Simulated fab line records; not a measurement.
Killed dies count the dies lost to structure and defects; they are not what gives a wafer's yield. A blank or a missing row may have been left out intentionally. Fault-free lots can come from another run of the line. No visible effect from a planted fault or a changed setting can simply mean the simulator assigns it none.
Matching of chambers + flow n5_finfet + N5_HKMG_FIN_CMP_23 on cmp-01 has 4 sister chambers
The step polishes, stops on SiNx, t overpolish 10 s, target thk 46.326 nm. 14 wafers are shown with their chamber, then 7 later ones without.

## WAFERS WITH THEIR CHAMBER
| wafer  | chamber | motor_current_A (A) | time_to_endpoint_s (s) | overpolish_run_s (s) |
|--------|---------|---------------------|------------------------|----------------------|
| L076.1 | 2       | 13.3                | 9.4                    | 9.999                |
| L076.3 | 3       | 12.7                | 12.1                   | 10.011               |
| L076.4 | 1       | 14.9                | 12.0                   | 9.994                |
| L078.1 | 3       | 13.6                | 13.4                   | 9.988                |
| L078.2 | 0       | 15.6                | 14.0                   | 9.997                |
| L080.1 | 1       | 13.6                | 9.6                    | 10.012               |
| L080.2 | 3       | 13.5                | 10.0                   | 10.000               |
| L082.1 | 2       | 13.4                | 10.9                   | 10.005               |
| L082.3 | 1       | 14.7                | 14.1                   | 9.996                |
| L082.4 | 3       | 13.4                | 10.2                   | 9.999                |
| L084.2 | 0       | 15.0                | 11.8                   | 10.000               |
| L084.4 | 2       | 12.7                | 11.9                   | 10.005               |
| L085.1 | 0       | 14.5                | 11.4                   | 9.999                |
| L085.3 | 3       | 13.3                | 14.6                   | 9.994                |

SIGNATURES, as means of the wafers listed above
| reading            | chamber 0 | chamber 1 | chamber 2 | chamber 3 | scatter within a chamber |
|--------------------|-----------|-----------|-----------|-----------|--------------------------|
| motor_current_A    | 15.033    | 14.400    | 13.133    | 13.300    | 0.487                    |
| time_to_endpoint_s | 12.400    | 11.900    | 10.733    | 12.060    | 1.82                     |
| overpolish_run_s   | 9.99867   | 10.00067  | 10.00300  | 9.99840   | 0.00716                  |
Rule: a wafer's distance from a chamber is the root of the sum, over the readings, of the square of ((its reading less the chamber's mean) divided by the reading's scatter). The wafer belongs to the nearest chamber; if the next one is less than 2 further off, it can't be placed. How the scatter is found: for the shown wafers, subtract from each reading the mean of its chamber, square and add these, divide the total by (wafers less chambers), then take the root.

## WAFERS WITH NO CHAMBER GIVEN
| wafer  | motor_current_A (A) | time_to_endpoint_s (s) | overpolish_run_s (s) |
|--------|---------------------|------------------------|----------------------|
| L088.1 | 15.3                | 11.1                   | 10.002               |
| L091.1 | 14.8                | 12.8                   | 9.989                |
| L091.2 | 13.5                | 11.3                   | 10.000               |
| L091.4 | 13.6                | 13.3                   | 9.995                |
| L092.2 | 14.9                | 8.7                    | 9.994                |
| L092.3 | 13.2                | 12.2                   | 10.005               |
| L092.4 | 12.9                | 9.4                    | 10.011               |

## THE CHAMBER EACH PASSED THROUGH
| wafer  | from the rows above               | in truth |
|--------|-----------------------------------|----------|
| L088.1 | can't be placed: 0 or 1           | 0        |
| L091.1 | can't be placed: 0 or 1 or 3      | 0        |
| L091.2 | can't be placed: 3 or 2 or 1      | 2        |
| L091.4 | can't be placed: 3 or 1 or 2 or 0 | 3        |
| L092.2 | can't be placed: 0 or 1 or 3 or 2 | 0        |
| L092.3 | can't be placed: 2 or 3 or 1      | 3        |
| L092.4 | can't be placed: 2 or 3           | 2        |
0 of 7 placed correctly. Unplaceable from these rows: 7, with the true chamber sitting among the candidates in 7. Placed wrongly: 0.
